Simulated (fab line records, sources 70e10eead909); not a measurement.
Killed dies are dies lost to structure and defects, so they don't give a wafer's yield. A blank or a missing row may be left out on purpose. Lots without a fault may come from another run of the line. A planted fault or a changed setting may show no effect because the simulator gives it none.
Chamber matching | flow nand_harc | NHARC_THIN_TSV_STRIP_46 on wet_bench-10: 8 sister chambers
The step strips in post etch residue remover, time 1200 s. 8 wafers are shown with their chamber, then 7 later ones without.

WAFERS WITH THEIR CHAMBER
wafer  | chamber | bath_guard_temp_C (C)
L075.6 | 1       | 73.2
L074.3 | 5       | 73.1
L074.4 | 4       | 72.4
L083.2 | 6       | 72.2
L083.5 | 0       | 72.3
L083.6 | 7       | 72.9
L085.1 | 2       | 72.3
L085.2 | 3       | 73.6

WAFERS WITHOUT THEIR CHAMBER
wafer  | bath_guard_temp_C (C)
L085.4 | 73.4
L091.1 | 72.2
L091.5 | 72.4
L091.6 | 72.0
L096.2 | 72.2
L096.4 | 72.8
L096.6 | 73.1

WHICH CHAMBER EACH WENT THROUGH
wafer  | from the rows above               | in truth
L085.4 | can't be placed: 3 or 1 or 5      | 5
L091.1 | can't be placed: 6 or 0 or 2 or 4 | 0
L091.5 | can't be placed: 4 or 0 or 2 or 6 | 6
L091.6 | can't be placed: 6 or 0 or 2 or 4 | 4
L096.2 | can't be placed: 6 or 0 or 2 or 4 | 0
L096.4 | can't be placed: 7 or 5           | 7
L096.6 | can't be placed: 5 or 1 or 7      | 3
Placed correctly: 0 of 7. Can't be placed from these rows: 7 (the true chamber is among the candidates in 6). Placed wrongly: 0.
How it was worked out, from the rows above alone: a wafer's distance from a chamber is the root of the sum, over the readings, of the square of ((its reading less the chamber's mean) divided by the reading's scatter). The wafer belongs to the nearest chamber; if the next one is less than 2 further off, it can't be placed. A chamber's mean is the mean of its shown wafers. The scatter: with one shown wafer a chamber, the root of the mean of the squares of how far each hidden wafer lies from its nearest shown one.
